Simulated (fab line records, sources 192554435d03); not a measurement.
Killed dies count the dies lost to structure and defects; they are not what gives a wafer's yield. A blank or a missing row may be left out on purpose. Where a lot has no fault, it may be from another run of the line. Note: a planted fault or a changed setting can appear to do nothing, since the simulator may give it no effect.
Which tool did it? ; flow n5 finfet ; Sampling: 9 lots, 26 wafers, 5 of 1938 route steps

WHAT THE GAUGES SHOWED, per wafer
N5_BEOL_M4_RC_MEAS_101.
lot;measured;on;DIBL_N (mV/V)
L178;day 10 08:30;prober-02;37.4 37.0 36.5
L179;day 10 21:14;prober-01;37.3 33.5 33.3
L181;day 10 21:34;prober-02;31.2 33.6 37.8
L180;day 11 02:05;prober-01;37.1 39.3 36.3
L187;day 12 23:45;prober-01;32.1 31.2
L188;day 13 04:21;prober-01;34.7 35.7 31.3
L189;day 13 09:14;prober-01;32.7 33.0 33.1
L192;day 13 09:18;prober-02;30.2 31.0 31.3
L193;day 14 06:27;prober-02;32.9 37.2 37.3

TOOL THAT RAN EACH LOT (tool first, then ch and the chambers of the sampled wafers, then the start)
lot;N5_BEOL_M2_DESCUM_16;N5_BEOL_M2_ETCH_77;N5_BEOL_M2_ETCHBACK_99;N5_BEOL_M2_TRENCH_ETCH_37
L178;rie diel-06 ch 1,2,3, day 8 22:55;rie diel-06 ch 0,1, day 8 23:51;rie diel-05 ch 1,2, day 9 05:13;rie diel-05 ch 1,2, day 10 08:30 or earlier
L179;rie diel-05 ch 0,2,3, day 9 03:07;rie diel-04 ch 0,2,3, day 9 04:10;rie diel-04 ch 1,2,3, day 9 08:25;rie diel-04 ch 1,2,3, day 10 21:14 or earlier
L181;rie diel-05 ch 0,2,3, day 9 03:22;rie diel-06 ch 0,2,3, day 9 04:30;rie diel-05 ch 0,1,2, day 9 13:29;rie diel-05 ch 0,1,2, day 10 21:34 or earlier
L180;rie diel-05 ch 0,1,3, day 9 09:31;rie diel-05 ch 0,1,2, day 9 10:26;rie diel-04 ch 0,1,2, day 9 18:44;rie diel-04 ch 0,1,2, day 11 02:05 or earlier
L187;rie diel-04 ch 0, day 11 04:27;rie diel-04 ch 0,2, day 11 05:29;rie diel-04 ch 3, day 11 08:53;rie diel-04 ch 3, day 12 23:45 or earlier
L188;rie diel-05 ch 1,2, day 11 13:46;rie diel-05 ch 0,1, day 11 14:47;rie diel-04 ch 0,2,3, day 11 22:47;rie diel-04 ch 0,2,3, day 13 04:21 or earlier
L189;rie diel-04 ch 2,3, day 11 23:43;rie diel-04 ch 0,3, day 12 00:46;rie diel-04 ch 0,2,3, day 12 01:29;rie diel-04 ch 0,2,3, day 13 09:14 or earlier
L192;rie diel-06 ch 0,1,2, day 12 02:47;rie diel-06 ch 2,3, day 12 03:42;rie diel-05 ch 1,2,3, day 12 04:51;rie diel-05 ch 1,2,3, day 13 09:18 or earlier
L193;rie diel-06 ch 1,2, day 12 10:20;rie diel-04 ch 0,2, day 12 11:16;rie diel-05 ch 0,3, day 12 17:30;rie diel-05 ch 0,3, day 14 06:27 or earlier
- N5_BEOL_M2_DESCUM_16: chemistry O2, time 7 s.
- N5_BEOL_M2_ETCH_77: etches underlayer in N2/H2, target depth 6.5 nm, time 5.2 s.
- N5_BEOL_M2_ETCHBACK_99: etches SiO2 in CHF3, target depth 5 nm, time 10.4 s.
- N5_BEOL_M2_TRENCH_ETCH_37: etches SiOC in C4F6/O2, target depth 55.555 nm, time 29.2 s.

THE ANSWER, worked out from the rows above alone
Rule: the usual values come from the lots themselves. Put in order of their means at a reading, lots are off if they are a third of the lots or fewer, leave a main group of 4 or more, and stand apart from it by a gap of 3 or more times the standard deviation of the main group's means; of several such gaps the widest counts. A main group is skipped when, at the precision printed for the reading in the tables above, its means are all equal. Also off: a lot with no number at a reading for which 4 or more lots have one. The other lots that the step has rows for count as sound.
No lot is off on any of the readings shown, so nothing can be concluded from this.

WHAT THE SIMULATOR PUT IN
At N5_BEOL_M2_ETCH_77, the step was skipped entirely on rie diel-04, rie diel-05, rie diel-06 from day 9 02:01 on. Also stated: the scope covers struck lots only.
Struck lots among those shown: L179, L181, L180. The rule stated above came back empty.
